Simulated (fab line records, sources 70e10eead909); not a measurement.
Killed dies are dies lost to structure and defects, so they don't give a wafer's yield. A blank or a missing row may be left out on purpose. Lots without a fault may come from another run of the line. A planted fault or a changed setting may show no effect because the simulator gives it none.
Chamber matching | flow nand_harc | NHARC_A_STAIRCASE_DESCUM_443 on rie_diel-12: 4 sister chambers
The step chemistry O2, time 3 s. 18 wafers are shown with their chamber, then 9 later ones without.

WAFERS WITH THEIR CHAMBER
wafer  | chamber | showerhead_plenum_p_Torr (Torr) | drypump_motor_current_A (A) | oes_product_au (a.u.)
L075.4 | 1       | 1.94                            | 5.88                        | 1.009
L075.5 | 1       | 1.94                            | 5.87                        | 1.004
L075.6 | 0       | 1.93                            | 5.70                        | 0.998
L078.4 | 3       | 2.08                            | 5.89                        | 0.982
L078.5 | 3       | 2.08                            | 5.88                        | 0.972
L078.6 | 0       | 1.93                            | 5.69                        | 1.004
L082.1 | 1       | 1.93                            | 5.87                        | 0.996
L082.3 | 2       | 1.96                            | 5.66                        | 1.006
L082.5 | 0       | 1.92                            | 5.72                        | 0.993
L083.1 | 2       | 1.96                            | 5.62                        | 1.013
L083.2 | 0       | 1.92                            | 5.72                        | 0.993
L083.6 | 0       | 1.92                            | 5.72                        | 1.005
L085.1 | 2       | 1.95                            | 5.67                        | 1.008
L085.2 | 0       | 1.92                            | 5.72                        | 0.989
L085.4 | 3       | 2.07                            | 5.87                        | 0.965
L088.3 | 0       | 1.92                            | 5.72                        | 0.990
L088.5 | 3       | 2.06                            | 5.88                        | 0.979
L088.6 | 2       | 1.95                            | 5.65                        | 1.008

SIGNATURES (means of the wafers above)
reading                  | chamber 0 | chamber 1 | chamber 2 | chamber 3 | scatter within a chamber
showerhead_plenum_p_Torr | 1.9229    | 1.9367    | 1.9550    | 2.0725    | 0.00646
drypump_motor_current_A  | 5.7129    | 5.8733    | 5.6500    | 5.8800    | 0.0137
oes_product_au           | 0.99600   | 1.00300   | 1.00875   | 0.97450   | 0.0062
Rule: a wafer's distance from a chamber is the root of the sum, over the readings, of the square of ((its reading less the chamber's mean) divided by the reading's scatter). The wafer belongs to the nearest chamber; if the next one is less than 2 further off, it can't be placed. The scatter: the root of (the sum of the squares of (reading less its chamber's mean) over the shown wafers, divided by (wafers less chambers)).

WAFERS WITHOUT THEIR CHAMBER
wafer  | showerhead_plenum_p_Torr (Torr) | drypump_motor_current_A (A) | oes_product_au (a.u.)
L090.1 | 1.91                            | 5.73                        | 1.008
L090.2 | 2.06                            | 5.88                        | 0.978
L090.5 | 1.91                            | 5.73                        | 0.998
L092.1 | 1.92                            | 5.87                        | 1.010
L092.2 | 1.91                            | 5.69                        | 0.993
L092.3 | 1.95                            | 5.65                        | 1.014
L096.2 | 1.92                            | 5.86                        | 1.009
L096.4 | 1.91                            | 5.68                        | 1.002
L096.6 | 2.06                            | 5.87                        | 0.979

WHICH CHAMBER EACH WENT THROUGH
wafer  | from the rows above | in truth
L090.1 | 0                   | 0
L090.2 | 3                   | 3
L090.5 | 0                   | 0
L092.1 | 1                   | 1
L092.2 | 0                   | 0
L092.3 | 2                   | 2
L096.2 | 1                   | 1
L096.4 | 0                   | 0
L096.6 | 3                   | 3
Placed correctly: 9 of 9. Can't be placed from these rows: 0. Placed wrongly: 0.
